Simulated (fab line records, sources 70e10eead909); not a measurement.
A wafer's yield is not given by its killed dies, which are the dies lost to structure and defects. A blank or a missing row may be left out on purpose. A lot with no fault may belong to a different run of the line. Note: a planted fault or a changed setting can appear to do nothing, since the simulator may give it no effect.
Matching of chambers	flow nand_harc	4 sister chambers for NHARC_P_M1_ETCH_35 on rie_diel-12
The step etches the open film in N2/H2, target depth 40 nm, overetch 12 nm, time 43.94 s. 8 wafers are shown with their chamber, then 10 later ones without.

EACH WAFER AND ITS CHAMBER
wafer	chamber	showerhead_plenum_p_Torr (Torr)	rf_vpp_V (V)
L349.6	0	1.99	429.4
L350.5	2	1.96	428.9
L350.6	1	2.03	430.6
L351.1	2	1.96	427.5
L351.2	0	1.99	428.0
L351.4	3	1.90	426.4
L356.2	3	1.89	425.2
L356.4	1	2.02	431.1

WAFERS WHOSE CHAMBER IS MISSING
wafer	showerhead_plenum_p_Torr (Torr)	rf_vpp_V (V)
L356.5	1.96	429.7
L362.3	1.89	426.4
L362.5	2.02	429.5
L362.6	1.96	428.5
L365.1	2.02	429.5
L365.2	1.95	427.3
L365.3	1.89	427.2
L366.2	1.98	430.6
L366.3	2.02	429.9
L366.5	1.89	426.2

WHICH CHAMBER EACH ONE RAN IN
wafer	from the rows above	in truth
L356.5	2	2
L362.3	3	3
L362.5	1	1
L362.6	2	2
L365.1	1	1
L365.2	2	2
L365.3	3	3
L366.2	can't be placed: 0 or 2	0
L366.3	1	1
L366.5	3	3
9 of 10 placed correctly. Unplaceable from these rows: 1, with the true chamber sitting among the candidates in 1. Wrongly placed: 0.
How it was worked out, from the rows above alone: a wafer's distance from a chamber is the root of the sum, over the readings, of the square of ((its reading less the chamber's mean) divided by the reading's scatter). The wafer belongs to the nearest chamber; if the next one is less than 2 further off, it can't be placed. For every chamber, the mean is computed from those of its wafers that are shown. How the scatter is found: for the shown wafers, subtract from each reading the mean of its chamber, square and add these, divide the total by (wafers less chambers), then take the root.
